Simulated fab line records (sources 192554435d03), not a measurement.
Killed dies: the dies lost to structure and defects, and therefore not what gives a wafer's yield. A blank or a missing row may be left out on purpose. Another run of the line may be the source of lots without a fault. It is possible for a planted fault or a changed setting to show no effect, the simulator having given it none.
Split-lot trial :: flow n5_finfet :: route with 1938 steps; 7 lots, 21 wafers read

## THE SPLIT
At N5_WELL_APT_COAT_02 (resist thk 950 nm), the setting spin_rpm was moved away from the recipe's 1357 rpm on 5 of the 21 wafers read, by +3.2% to +10.5%. The other wafers ran this setting at the recipe's value.

The reading is taken at the split's own step.

## THE READING
coat_of_WELL_APT_COAT_02.thk_nm (the simulator's own value, which no gauge read), in nm, at N5_WELL_APT_COAT_02 (resist thk 950 nm). The file does not state a usual value for it. The 16 wafers here that ran the recipe average 950.1 nm, standard deviation 3.6 nm.

wafer: L075.1
tool, chamber at the split: litho_track-05, 0
spin_rpm as run, rpm: 1357
against the recipe: recipe
coat_of_WELL_APT_COAT_02.thk_nm, nm: 950.3
against lot-mates on the recipe: -

wafer: L075.3
tool, chamber at the split: litho_track-05, 0
spin_rpm as run, rpm: 1357
against the recipe: recipe
coat_of_WELL_APT_COAT_02.thk_nm, nm: 952.7
against lot-mates on the recipe: -

wafer: L075.4
tool, chamber at the split: litho_track-05, 0
spin_rpm as run, rpm: 1471
against the recipe: +8.4%
coat_of_WELL_APT_COAT_02.thk_nm, nm: 914.1
against lot-mates on the recipe: -37.4

wafer: L077.2
tool, chamber at the split: litho_track-01, 0
spin_rpm as run, rpm: 1357
against the recipe: recipe
coat_of_WELL_APT_COAT_02.thk_nm, nm: 943.8
against lot-mates on the recipe: -

wafer: L077.3
tool, chamber at the split: litho_track-01, 0
spin_rpm as run, rpm: 1402
against the recipe: +3.3%
coat_of_WELL_APT_COAT_02.thk_nm, nm: 926.4
against lot-mates on the recipe: -17.8

wafer: L077.6
tool, chamber at the split: litho_track-01, 0
spin_rpm as run, rpm: 1357
against the recipe: recipe
coat_of_WELL_APT_COAT_02.thk_nm, nm: 944.6
against lot-mates on the recipe: -

wafer: L078.2
tool, chamber at the split: litho_track-05, 0
spin_rpm as run, rpm: 1357
against the recipe: recipe
coat_of_WELL_APT_COAT_02.thk_nm, nm: 949.9
against lot-mates on the recipe: -

wafer: L078.4
tool, chamber at the split: litho_track-05, 0
spin_rpm as run, rpm: 1500
against the recipe: +10.5%
coat_of_WELL_APT_COAT_02.thk_nm, nm: 900.8
against lot-mates on the recipe: -49.1

wafer: L078.5
tool, chamber at the split: litho_track-05, 0
spin_rpm as run, rpm: 1500
against the recipe: +10.5%
coat_of_WELL_APT_COAT_02.thk_nm, nm: 902.3
against lot-mates on the recipe: -47.6

wafer: L082.2
tool, chamber at the split: litho_track-01, 0
spin_rpm as run, rpm: 1357
against the recipe: recipe
coat_of_WELL_APT_COAT_02.thk_nm, nm: 948.1
against lot-mates on the recipe: -

wafer: L082.4
tool, chamber at the split: litho_track-01, 0
spin_rpm as run, rpm: 1357
against the recipe: recipe
coat_of_WELL_APT_COAT_02.thk_nm, nm: 951.3
against lot-mates on the recipe: -

wafer: L082.6
tool, chamber at the split: litho_track-01, 0
spin_rpm as run, rpm: 1357
against the recipe: recipe
coat_of_WELL_APT_COAT_02.thk_nm, nm: 950.9
against lot-mates on the recipe: -

wafer: L084.1
tool, chamber at the split: litho_track-05, 0
spin_rpm as run, rpm: 1357
against the recipe: recipe
coat_of_WELL_APT_COAT_02.thk_nm, nm: 955.2
against lot-mates on the recipe: -

wafer: L084.3
tool, chamber at the split: litho_track-05, 0
spin_rpm as run, rpm: 1357
against the recipe: recipe
coat_of_WELL_APT_COAT_02.thk_nm, nm: 953.3
against lot-mates on the recipe: -

wafer: L084.6
tool, chamber at the split: litho_track-05, 0
spin_rpm as run, rpm: 1357
against the recipe: recipe
coat_of_WELL_APT_COAT_02.thk_nm, nm: 954.9
against lot-mates on the recipe: -

wafer: L091.1
tool, chamber at the split: litho_track-01, 0
spin_rpm as run, rpm: 1400
against the recipe: +3.2%
coat_of_WELL_APT_COAT_02.thk_nm, nm: 932.7
against lot-mates on the recipe: -12.3

wafer: L091.2
tool, chamber at the split: litho_track-01, 0
spin_rpm as run, rpm: 1357
against the recipe: recipe
coat_of_WELL_APT_COAT_02.thk_nm, nm: 945.3
against lot-mates on the recipe: -

wafer: L091.3
tool, chamber at the split: litho_track-01, 0
spin_rpm as run, rpm: 1357
against the recipe: recipe
coat_of_WELL_APT_COAT_02.thk_nm, nm: 944.8
against lot-mates on the recipe: -

wafer: L095.3
tool, chamber at the split: litho_track-02, 0
spin_rpm as run, rpm: 1357
against the recipe: recipe
coat_of_WELL_APT_COAT_02.thk_nm, nm: 951.9
against lot-mates on the recipe: -

wafer: L095.5
tool, chamber at the split: litho_track-02, 0
spin_rpm as run, rpm: 1357
against the recipe: recipe
coat_of_WELL_APT_COAT_02.thk_nm, nm: 952.6
against lot-mates on the recipe: -

wafer: L095.6
tool, chamber at the split: litho_track-02, 0
spin_rpm as run, rpm: 1357
against the recipe: recipe
coat_of_WELL_APT_COAT_02.thk_nm, nm: 952.6
against lot-mates on the recipe: -

THE FIT
A straight line over all 21 wafers: coat_of_WELL_APT_COAT_02.thk_nm changes by -4.61 nm for each +1% of spin_rpm; r = -0.97; the points scatter about the line by 3.9 nm.
The same after taking each lot's own level away (the mean of its wafers on the recipe; 21 wafers): -4.56 nm for each +1%; r = -1.00; scatter 1.2 nm.
The reading moves by 48 nm for the largest change in spin_rpm, on that fit.
The span of the lots' own levels, 944.20 to 954.47 nm, comes to 2.8 times the standard deviation stated above.
Consequently the slope shifts little with the lot-to-lot level, the two slopes agreeing.
Check: with one of the wafers moved furthest among these (+10.5%) left out of the fit, the line predicts -47.5 nm for it against its lot-mates. Against them it came out at -49.1 nm.

## THESE WAFERS: OTHER SPLITS
These wafers also went through other splits before the reading. Each is held against what the fit with the lots' levels taken away leaves over:
other split on the same wafers: N5_ZERO_LAYER_PECVD_02 time_s
wafers away from the commonest value: 10
r with coat_of_WELL_APT_COAT_02.thk_nm (lot level and that fit taken away): +0.25

other split on the same wafers: N5_ZERO_LAYER_COAT_05 spin_rpm
wafers away from the commonest value: 4
r with coat_of_WELL_APT_COAT_02.thk_nm (lot level and that fit taken away): -0.17

other split on the same wafers: N5_ZERO_LAYER_DEVELOP_10 develop_time_s
wafers away from the commonest value: 6
r with coat_of_WELL_APT_COAT_02.thk_nm (lot level and that fit taken away): +0.21

## FILE'S OWN FIT
coat_of_WELL_APT_COAT_02.thk_nm changes by -4.55 nm for each +1% of spin_rpm, r = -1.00.
